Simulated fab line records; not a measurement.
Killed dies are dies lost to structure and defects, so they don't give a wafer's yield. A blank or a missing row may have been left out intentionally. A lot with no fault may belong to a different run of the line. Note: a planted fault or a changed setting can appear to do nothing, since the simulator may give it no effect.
fab line records + flow n5Finfet
record:
- lots: 4
- wafers: 12
- lastDay: 17
route steps=1938 shown DUMMY_GATE@234 SPACER0@258 SD_EPI_N@262 BEOL_M4@1111 PASSIVATION@1936
lots that met no fault: from a run of the same line without faults
startH: hours from the record's opening day to when the first of the lot's shown wafers began + waitH: time in hours since the lot's previous step + " the same as in the row above + L1.1+2: a row that stands for several wafers + - either no value or no given start + * or withheld: withheld + < > ~ a bound
route shown NAME@n: names a module that has steps shown in the file, with the first one's number in the route + usual: the fault-free wafers' mean and standard deviation + same: alike in all rows + chamber/n: place in a boat + sites: each site's reading + _std_site: standard deviation across them + _edge_site: inner sites' mean taken away from outer sites' mean + radiusMm: how far each site lies from the wafer's centre + mask NAME#n: copy n + behind: the most recent tool/chamber to have shaped the wafer + hold: reason for holding the lot/hours on hold/outcome of the hold + device: which transistor (n, p or np) failed to switch + end of line: the same wafers' tests at the end of the route + where a step has no rows: the recipe by itself + killed: count of dies lost to structure and defects at first sort (not the wafer's yield) + map: dies across one wafer; x = killed, . = not, _ = none there
set.NAME: the setting the step ran with; set.NAME@STEP: the setting that earlier step ran with + model.NAME: the simulator's own value behind a step, which no gauge read
lots seen at some steps along the route; tables by step, rows by wafer
services: the hour from which a tool's chamber was out of use, counted from the record's first day as startH (under 0 if before that day), plus the number of hours and why
== steps ==
step: N5_DUMMY_GATE_DESCUM_20
recipe:
- chemistry: O2
- timeS: 6.2
- sourcePowerW: 50
- biasPowerW: 20
- pressureMtorr: 20
- rfFrequencyHz: 2.712e+07
- tempC: 40
- resist: CAR-EUV
- o2FlowSccm: 225
step: N5_DUMMY_GATE_ETCH_29
recipe:
- chemistry: N2/H2
- target: underlayer
- targetDepthA: 130
- ionEnergyEv: 200
- pressureMtorr: 30
- sourceW: 840
- biasW: 150
- n2FlowSccm: 200
- h2FlowSccm: 200
step: N5_DUMMY_GATE_ETCH_36
recipe:
- chemistry: CF4
- target: SiARC
- targetDepthA: 130
- pressureMtorr: 40
- sourceW: 545
- biasW: 36
- Ar_flow_sccm: 100
- cf4FlowSccm: 100
- ionEnergyEv: 80
step: N5_DUMMY_GATE_ETCH_37
recipe:
- chemistry: N2/H2
- target: SOC
- targetDepthA: 600
- overetchA: 300
- tempC: 40
- ionEnergyEv: 200
- pressureMtorr: 30
- sourceW: 840
- biasW: 150
- n2FlowSccm: 200
- h2FlowSccm: 200
step: N5_DUMMY_GATE_STRIP_38
recipe:
- chemistry: N2/H2
- tempC: 40
- n2FlowSccm: 200
- h2FlowSccm: 200
- rfFrequencyHz: 6e+07
step: N5_DUMMY_GATE_STRIP_39
recipe:
- chemistry: N2/H2
- tempC: 40
- n2FlowSccm: 200
- h2FlowSccm: 200
- rfFrequencyHz: 6e+07
step: N5_DUMMY_GATE_TRIM_49
recipe:
- chemistry: O2
- resist: SOC
- timeS: 29
- targetCdNm: 14
- sourcePowerW: 300
- biasPowerW: 0
- O2_flow_sccm: 100
- tempC: 20
step: N5_DUMMY_GATE_STRIP_40
recipe:
- chemistry: CF4
- resist: SiARC
- powerW: 300
- biasPowerW: 75
- pressureMtorr: 50
- cf4FlowSccm: 150
- rfFrequencyHz: 6e+07
step: N5_DUMMY_GATE_ETCH_31
recipe:
- chemistry: C4F6/O2
- target: SiO2
- maskMaterial: SOC
- targetDepthA: 825
- timeS: 27.5
- ionEnergyEv: 250
- pressureMtorr: 30
- sourceW: 345
- biasW: 185
- Ar_flow_sccm: 300
- C4F6_flow_sccm: 10
- O2_flow_sccm: 10
step: N5_DUMMY_GATE_STRIP_41
recipe:
- chemistry: O2
- powerW: 400
- tempC: 40
- pressureMtorr: 30
- rfFrequencyHz: 6e+07
- biasPowerW: 0
- overashFraction: 0.3
- o2FlowSccm: 225
usual:
- drypumpMotorCurrentA: 5.5/0.36
- oesProductAu: 0.79/0.086
- rfVppV: 3.7/0.47
- showerheadPlenumPTorr: 2.12/0.073
- throttleValvePct: 16.75/0.18
| lot.wafer | tool       | chamber | startH | waitH | drypumpMotorCurrentA | oesProductAu | rfHoursCounterH | rfVppV | showerheadPlenumPTorr | throttleValvePct |
|-----------|------------|---------|--------|-------|----------------------|--------------|-----------------|--------|-----------------------|------------------|
| L234.1    | rieDiel-04 | 0       | 83.18  | 0.0   | 5.6                  | 0.91         | 24              | 3.7    | 2.08                  | 16.63            |
| L234.2    | "          | 3       | "      | "     | 5.4                  | 0.75         | 168             | 3.8    | 2.20                  | 16.83            |
| L234.4    | "          | 2       | "      | "     | 5.7                  | 0.73         | 136             | 3.6    | 2.03                  | 16.67            |
| L241.3    | rieDiel-02 | 0       | 125.22 | 0.0   | 4.8                  | 0.69         | 217             | 4.4    | 2.09                  | 17.03            |
| L241.4    | "          | 0       | "      | "     | 4.8                  | 0.69         | -               | 3.7    | 2.09                  | 17.02            |
| L241.6    | "          | 1       | "      | "     | 6.0                  | 0.74         | -               | 3.3    | 2.12                  | 16.96            |
| L246.3    | rieDiel-04 | 2       | 155.36 | 0.0   | 5.7                  | 0.73         | 156             | 3.2    | 2.02                  | 16.68            |
| L246.4    | "          | 0       | "      | "     | 5.6                  | 0.87         | -               | 4.1    | 2.08                  | 16.64            |
| L246.6    | "          | 3       | "      | "     | 5.4                  | 0.73         | -               | 3.6    | 2.19                  | 16.89            |
| L248.1    | rieDiel-04 | 2       | 169.04 | 0.0   | 5.7                  | 0.73         | 160             | 3.8    | 2.02                  | 16.70            |
| L248.2    | "          | 1       | "      | "     | 5.0                  | 0.68         | 222             | 4.0    | 2.06                  | 16.93            |
| L248.6    | "          | 1       | "      | "     | 5.0                  | 0.68         | -               | 4.4    | 2.06                  | 16.91            |
step: N5_DUMMY_GATE_HM_OPEN_21
recipe:
- chemistry: CH3F/O2
- target: SiNx
- targetDepthA: 1200
- Ar_flow_sccm: 150
- CH3F_flow_sccm: 30
- O2_flow_sccm: 23
- timeS: 171.4
- pressureMtorr: 30
- sourceW: 395
- biasW: 73
- ionEnergyEv: 120.7
step: N5_DUMMY_GATE_ETCH_32
recipe:
- chemistry: CF4
- target: SiO2
- targetDepthA: 35
- timeS: 3.9
- ionEnergyEv: 350
- pressureMtorr: 10
- icpW: 800
- biasW: 400
- cf4FlowSccm: 80
step: N5_DUMMY_GATE_ETCH_23
recipe:
- chemistry: HBr/Cl2/O2
- HBr_flow_sccm: 150
- Cl2_flow_sccm: 80
- O2_flow_sccm: 12
- biasW: 102
- targetDepthA: 410
- timeS: 22.3
- target: poly-Si
- maskMaterial: SiO2
- pressureMtorr: 10
- icpW: 800
step: N5_DUMMY_GATE_ETCH_44
recipe:
- chemistry: HBr/O2
- overEtchFrac: 0.7
- targetDepthA: 1275
- stopOn: SiO2
- ionEnergyEv: 60
- biasW: 20
- target: poly-Si
- maskMaterial: SiO2
- pressureMtorr: 20
- icpW: 400
- HBr_flow_sccm: 120
- O2_flow_sccm: 10
step: N5_DUMMY_GATE_ETCH_42
recipe:
- chemistry: CHF3/O2
- target: SiO2
- targetDepthA: 35
- timeS: 31
- ionEnergyEv: 30
- biasW: 12
- pressureMtorr: 30
- sourceW: 600
- Ar_flow_sccm: 200
- CHF3_flow_sccm: 50
- O2_flow_sccm: 5
step: N5_DUMMY_GATE_STRIP_48
recipe:
- chemistry: N2/H2
- timeS: 20
- powerW: 100
- tempC: 40
- pressureMtorr: 100
- rfFrequencyHz: 6e+07
- biasPowerW: 3
- n2FlowSccm: 300
- h2FlowSccm: 300
step: N5_DUMMY_GATE_PRECLEAN_33
recipe:
- chemistry: dHF
- timeS: 10
- dilution: 750:1
- tempC: 25
step: N5_DUMMY_GATE_PRECLEAN_25
recipe:
- chemistry: O3/DIW
- timeS: 45
- tempC: 22
- o3Ppm: 10
step: N5_DUMMY_GATE_PRECLEAN_51
recipe:
- chemistry: SC2
- timeS: 45
- tempC: 35
- mix: 1:1:50
step: N5_DUMMY_GATE_SRD_26
recipe:
- dry: ipaMarangoni
- timeS: 30
- tempC: 23
- rinseLiquid: diw
step: N5_DUMMY_GATE_UV_OZONE_45
recipe:
- timeS: 120
- pressureTorr: 760
- tempC: 25
step: N5_DUMMY_GATE_INSPECT_27
recipe:
- inspectInstrument: brightfield
- mode: aei
usual:
- rawDefectCount: 325/110
| lot.wafer | tool             | chamber | startH | waitH | rawDefectCount |
|-----------|------------------|---------|--------|-------|----------------|
| L234.1    | defectInspect-02 | -       | 83.86  | 0.0   | 342            |
| L234.2    | "                | -       | "      | "     | 229            |
| L234.4    | "                | -       | "      | "     | 312            |
| L241.3    | defectInspect-01 | -       | 125.92 | 0.0   | 197            |
| L241.4    | "                | -       | "      | "     | 301            |
| L241.6    | "                | -       | "      | "     | 280            |
| L246.3    | defectInspect-01 | -       | 156.04 | 0.0   | 1243           |
| L246.4    | "                | -       | "      | "     | 417            |
| L246.6    | "                | -       | "      | "     | 390            |
| L248.1    | defectInspect-02 | -       | 169.72 | 0.0   | 1186           |
| L248.2    | "                | -       | "      | "     | 251            |
| L248.6    | "                | -       | "      | "     | 266            |
step: N5_SPACER0_ALD_07
recipe:
- material: SiNx
- targetThkA: 20
- tempC: 400
- aldPrecursorFamily: SiH2I2
- aldCoReactant: N2/H2-plasma
- pressureTorr: 2
step: N5_SPACER0_ALD_00
recipe:
- material: SiOCN
- targetThkA: 35
- tempC: 400
- aldPrecursorFamily: alkyl-aminosilane
- aldCoReactant: O2/N2-plasma
- pulseTimeS: 3
- purgeTimeS: 2
- coReactantPurgeTimeS: 2
- aldCycles: 58
- pressureTorr: 2
step: N5_SPACER0_ALD_08
recipe:
- material: SiNx
- targetThkA: 20
- tempC: 400
- aldPrecursorFamily: SiH2I2
- aldCoReactant: N2/H2-plasma
- pressureTorr: 2
step: N5_SPACER0_INSPECT_04
recipe:
- inspectInstrument: darkfield
- mode: postDep
usual:
- rawDefectCount: 147/39
| lot.wafer | tool             | chamber | startH | waitH | rawDefectCount |
|-----------|------------------|---------|--------|-------|----------------|
| L234.1    | defectInspect-01 | -       | 84.47  | 0.1   | 180            |
| L234.2    | "                | -       | "      | "     | 107            |
| L234.4    | "                | -       | "      | "     | 185            |
| L241.3    | defectInspect-01 | -       | 126.52 | 0.1   | 108            |
| L241.4    | "                | -       | "      | "     | 109            |
| L241.6    | "                | -       | "      | "     | 164            |
| L246.3    | defectInspect-02 | -       | 156.64 | 0.1   | 1074           |
| L246.4    | "                | -       | "      | "     | 144            |
| L246.6    | "                | -       | "      | "     | 124            |
| L248.1    | defectInspect-02 | -       | 170.33 | 0.1   | 1008           |
| L248.2    | "                | -       | "      | "     | 130            |
| L248.6    | "                | -       | "      | "     | 125            |
step: N5_SD_EPI_N_COAT_32
recipe:
- resist: SOC
- tempC: 250
- timeS: 60
- spinRpm: 1500
- resistThkNm: 350
step: N5_SD_EPI_N_COAT_33
recipe:
- resist: SiARC
- tempC: 220
- timeS: 60
- spinRpm: 1500
- resistThkNm: 35
step: N5_SD_EPI_N_COAT_03
recipe:
- resist: CAR-ArF-block
- spinRpm: 1500
- resistThkNm: 150
step: N5_SD_EPI_N_EBR_05
recipe:
- solvent: PGMEA
- ebrWidthMm: 1.5
step: N5_SD_EPI_N_SOFTBAKE_04
recipe:
- tempC: 110
- timeS: 60
- resist: CAR-ArF-block
step: N5_SD_EPI_N_EXPOSE_06
recipe:
- maskId: SD_N_BLK
- na: 1.35
- sourceShape: conventional
- sigmaOuter: 0.8
- polarization: unpolarized
- targetCdNm: 120
- doseMj: 39.75
step: N5_SD_EPI_N_PEB_07
recipe:
- pebTempC: 110
- pebTimeS: 60
- resist: CAR-ArF-block
step: N5_SD_EPI_N_DEVELOP_08
recipe:
- developTimeS: 30
- developer: TMAH
- resist: CAR-ArF-block
- devTempC: 23
- rinseLiquid: diw
- dry: airSpin
step: N5_SD_EPI_N_INSPECT_11
recipe:
- mode: adi
- inspectInstrument: macro
usual:
- rawDefectCount: 2.1/1.4
| lot.wafer | tool             | chamber | startH | waitH | rawDefectCount |
|-----------|------------------|---------|--------|-------|----------------|
| L234.1    | defectInspect-02 | -       | 84.79  | 0.0   | 1              |
| L234.2    | "                | -       | "      | "     | 0              |
| L234.4    | "                | -       | "      | "     | 4              |
| L241.3    | defectInspect-01 | -       | 126.97 | 0.0   | 3              |
| L241.4    | "                | -       | "      | "     | 1              |
| L241.6    | "                | -       | "      | "     | 2              |
| L246.3    | defectInspect-02 | -       | 157.10 | 0.0   | >300           |
| L246.4    | "                | -       | "      | "     | 0              |
| L246.6    | "                | -       | "      | "     | 4              |
| L248.1    | defectInspect-01 | -       | 170.65 | 0.0   | >300           |
| L248.2    | "                | -       | "      | "     | 1              |
| L248.6    | "                | -       | "      | "     | 5              |
step: N5_SD_EPI_N_DESCUM_14
recipe:
- chemistry: O2
- timeS: 7.9
- sourcePowerW: 50
- biasPowerW: 20
- pressureMtorr: 20
- rfFrequencyHz: 2.712e+07
- tempC: 40
- resist: CAR-ArF-block
- o2FlowSccm: 225
step: N5_SD_EPI_N_INSPECT_26
recipe:
- inspectInstrument: darkfield
- mode: postEpi
usual:
- rawDefectCount: 211/49
| lot.wafer | tool             | chamber | startH | waitH | rawDefectCount |
|-----------|------------------|---------|--------|-------|----------------|
| L234.1    | defectInspect-02 | -       | 89.84  | 0.1   | 223            |
| L234.2    | "                | -       | "      | "     | 154            |
| L234.4    | "                | -       | "      | "     | 211            |
| L241.3    | defectInspect-02 | -       | 134.81 | 0.1   | 163            |
| L241.4    | "                | -       | "      | "     | 187            |
| L241.6    | "                | -       | "      | "     | 207            |
| L246.3    | defectInspect-02 | -       | 161.90 | 0.1   | 1124           |
| L246.4    | "                | -       | "      | "     | 183            |
| L246.6    | "                | -       | "      | "     | 175            |
| L248.1    | defectInspect-01 | -       | 174.64 | 0.1   | 1069           |
| L248.2    | "                | -       | "      | "     | 247            |
| L248.6    | "                | -       | "      | "     | 230            |
step: N5_BEOL_M4_RC_MEAS_101
usual:
- DIBL_N: 37.5/2.5
- DIBL_P: 38/3.1
- IOFF_N: 0.19/0.059
- IOFF_P: 0.24/0.061
- ION_N: 679/16
- ION_P: 465/9.8
- SS_N: 72.0/0.8
- SS_P: 73.7/0.86
- VT_N: 248/4.5
- VT_P: -249/3.5
| lot.wafer | tool      | chamber | startH | waitH | DIBL_N[mV/V] | DIBL_P[mV/V] | IOFF_N[nA/um] | IOFF_P[nA/um] | ION_N[uA/um] | ION_P[uA/um] | SS_N[mV/dec] | SS_P[mV/dec] | VT_N[mV] | VT_P[mV] |
|-----------|-----------|---------|--------|-------|--------------|--------------|---------------|---------------|--------------|--------------|--------------|--------------|----------|----------|
| L234.1    | prober-01 | 0       | 215.28 | 0.0   | 39.4         | 41           | 0.22          | 0.28          | 692          | 471          | 72.9         | 74.1         | 248      | -248     |
| L234.2    | "         | 0       | "      | "     | 42.2         | 45           | 0.33          | 0.38          | 704          | 473          | 73.8         | 75.4         | 241      | -243     |
| L234.4    | "         | 0       | "      | "     | 42.3         | 44           | 0.35          | 0.34          | 714          | 472          | 74.2         | 75.5         | 240      | -243     |
| L241.3    | prober-02 | 0       | 257.34 | 0.3   | 43.9         | 45           | 0.41          | 0.56          | 724          | 496          | 73.8         | 75.5         | 236      | -235     |
| L241.4    | "         | 0       | "      | "     | 36.5         | 34           | 0.15          | 0.23          | 690          | 476          | 71.1         | 72.3         | 250      | -245     |
| L241.6    | "         | 0       | "      | "     | 36.9         | 34           | 0.17          | 0.24          | 683          | 472          | 72.2         | 73.3         | 247      | -243     |
| L246.3    | prober-02 | 0       | 284.50 | 0.3   | 38.0         | 37           | 0.21          | 0.24          | 709          | 485          | 72.1         | 73.5         | 244      | -247     |
| L246.4    | "         | 0       | "      | "     | 37.5         | 36           | 0.19          | 0.23          | 665          | 453          | 71.9         | 73.7         | 248      | -248     |
| L246.6    | "         | 0       | "      | "     | 41.0         | 39           | 0.30          | 0.28          | 675          | 459          | 74.9         | 75.2         | 246      | -246     |
| L248.1    | prober-02 | 0       | 310.35 | 0.0   | 36.5         | 34           | 0.15          | 0.19          | 672          | 461          | 71.7         | 72.9         | 251      | -251     |
| L248.2    | "         | 0       | "      | "     | 43.6         | 43           | 0.33          | 0.36          | 698          | 479          | 73.5         | 75.8         | 240      | -243     |
| L248.6    | "         | 0       | "      | "     | 39.7         | 38           | 0.20          | 0.24          | 671          | 458          | 72.5         | 73.3         | 247      | -248     |
step: N5_PASSIVATION_PROBE_49
usual:
- defectLimitedYield: 91.0/1.4
- killed_at_M0_to_M3: 35/10
- killed_at_M4_up: 14/5.5
- killedAtContacts: 13/5.6
- killedAtFrontEnd: 41/11
- killedAtOther: 4/3.4
- killedDies: 106/16
- killedOpen: 68/12
- killedShort: 35/7.3
- sort_bin_4_leakage: 0.3/2.1
- sort_bin_5_function: 5.3/0.89
- sort_bin_6_memory: 3.4/0.67
- sortNPass: 1070/28
- sortYieldPct: 90.7/2.4
same:
- grossDies: 1180
- killedAtBackSide: 0
- sort_bin_8_speed[%]: 0
| lot.wafer | tool      | chamber | startH | waitH | defectLimitedYield[%] | killed_at_M0_to_M3 | killed_at_M4_up | killedAtContacts | killedAtFrontEnd | killedAtOther | killedDies | killedOpen | killedShort | sort_bin_4_leakage[%] | sort_bin_5_function[%] | sort_bin_6_memory[%] | sortNPass | sortYieldPct[%] |
|-----------|-----------|---------|--------|-------|-----------------------|--------------------|-----------------|------------------|------------------|---------------|------------|------------|-------------|-----------------------|------------------------|----------------------|-----------|-----------------|
| L246.3    | prober-01 | -       | 398.13 | 0.1   | 80.3                  | 26                 | 11              | 3                | 185              | 8             | 233        | 53         | 37          | 0                     | 11.6                   | 3.9                  | 947       | 80.3            |
| L248.1    | prober-02 | -       | 411.44 | 0.0   | 80.5                  | 26                 | 17              | 9                | 175              | 3             | 230        | 56         | 27          | 0                     | 12.2                   | 4.0                  | 950       | 80.5            |
killed by level:class
L246.3 DUMMY_GATE:unspecified=141 BEOL_M0_SAQP:geometricParticle:open=15 GATE_CUT:geometricParticle:short=11 STI_FIN_REVEAL:geometricParticle:open=7 BEOL_M0_SAQP:geometricParticle:short=7 FIN_SAQP:geometricParticle:short=5 BEOL_M5:geometricParticle:short=5 FIN_SAQP:geometricParticle:open=4
L248.1 DUMMY_GATE:unspecified=144 BEOL_M3:geometricParticle:open=13 BEOL_M4:geometricParticle:open=11 STI_FIN_REVEAL:geometricParticle:open=9 MOL_CONTACT_COAG:geometricParticle:open=7 FIN_SAQP:geometricParticle:short=4 GATE_CUT:geometricParticle:short=4 FIN_SAQP:geometricParticle:open=3
map L246.3 (x killed, . not)
_________________......x.....________________
______________..x..............._____________
___________.x......................__________
__________..x......................._________
________..............x..............._______
_______................x...............______
______......x.....x...x................._____
_____.....................x...........xx.____
____.....x...x...........x................___
___.....xxxxx..x..........x................__
___...xx..xx.xxxx.x..x.x.......xx......xx..__
__...x..xxxxxxxxxxxx.......x.x.....x....x..x_
__..xxxxxxxxxxxxxxxx...............x........_
_....x.xxxxxxxxxxxxxx.......x..x....xx.....x.
_....xxxxxxxxxxxxxxx..........x..............
_..x.x.xxxxxxxxxxxxx..x......................
_....x.xxxxxxxxxxxxxx..x..x..................
_...xxxxxxxxxxxxxxxxx..x...................xx
_...x....xxxxxxxx.xx.........................
_......x.xxxxxxxxx......x.........x..........
_.......x.xxx.x..............................
__..x...x....x...x....x......x..x..........._
__..x........x.x................x..........._
___.........x..x..................x........__
___......x.................................__
____...x.....x.......x..x.................___
_____.....x...................xx.........____
______..x.........x.x..............x...._____
_______........x............x.........x______
________...x.......x...x.......x....x._______
__________..x..x...................._________
___________........x.x.x...........__________
______________............x.xx.._____________
_________________.x.....x....________________
map L248.1 (x killed, . not)
_________________........xx..________________
______________.................._____________
___________...x.....x....xx........__________
__________.........................._________
________...x.................x........_______
_______...x...........x................______
______...x....x.....x..................x_____
_____x......xx........x........x.........____
____...............x..x.......x.x.........___
___....x..xx..x..x................x........__
___.x..x.xxx.x.xx.x...x..............x.x...__
__.....xxxxxxxxxxx...x...............x......_
__....xxxxxxxxxxxxxx.........x.x.........x.._
_.....xxxxxxxxxxxxx.x...x....................
_x...xxxxxxxxxxxxxx.x.......x.....x..........
_....x.xxxxxxxxxxxxx............x..........x.
_.....xxxxxxxxxxxxxx..xx..xx.................
_xxx.xxxxxxxxxxxxxx........x..x.x............
_.x..xxxxxxxxxxxxx.........................x.
_......xxx.xxxxxx.x..........................
_.......xxx.xxx........x.x..xx......x........
__.x.......xxxxx......x................x...._
__......x..x............xx.................._
___...........x........x...................__
___....x..........x.....................x..__
____...................................x..___
_____.....xx..x....x.....................____
______...x........x..x.x................_____
_______..xx............................______
________...........x.x............xx.._______
__________...............x....x....._________
___________......x.....x...........__________
______________.................._____________
_________________............________________
== services ==
| tool       | chamber | startH | hours | kind                        |
|------------|---------|--------|-------|-----------------------------|
| rieDiel-02 | 3       | 98.29  | 13.9  | repair                      |
| rieDiel-02 | -       | 99.37  | 0.4   | repair                      |
| rieDiel-02 | 2       | 112.20 | -     | clean                       |
| rieDiel-02 | 2       | 112.20 | -     | consumableReplace:focusRing |
| rieDiel-02 | 2       | 112.20 | 20.4  | scheduledDown               |
| rieDiel-02 | 2       | 112.20 | 20.4  | ventCycle                   |
| rieDiel-04 | -       | 115.63 | 0.3   | repair                      |
== key ==
firstSign:
- step: N5_DUMMY_GATE_INSPECT_27
- reading: rawDefectCount
- direction: up
- sigmas: 8.2
- usual: 325
- struck: 1214
effect:
- step: N5_SPACER0_INSPECT_04
- reading: rawDefectCount
- direction: up
- sigmas: 23
- usual: 147
- struck: 1041
effect:
- step: N5_SD_EPI_N_INSPECT_11
- reading: rawDefectCount
- direction: up
- sigmas: 99+
- usual: 2.1
- struck: >300
effect:
- step: N5_SD_EPI_N_INSPECT_26
- reading: rawDefectCount
- direction: up
- sigmas: 18
- usual: 211
- struck: 1096
effect:
- step: N5_PASSIVATION_PROBE_49
- reading: killedAtFrontEnd
- direction: up
- sigmas: 13
- usual: 41
- struck: 180
moreKillsBornAt:
- N5_DUMMY_GATE_STRIP_41@rieDiel-04: 285
metAt N5_DUMMY_GATE_STRIP_41
struckWafers L246.3,L248.1
onsetBetween 83.18 155.36
fault:
- kind: chamberParticleSource
- tool: rieDiel-04
- chamber: 2
- onsetH: 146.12
- steps: N5_DUMMY_GATE_STRIP_41
- ratePerVisitCm2: 1.3653
- endH: 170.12
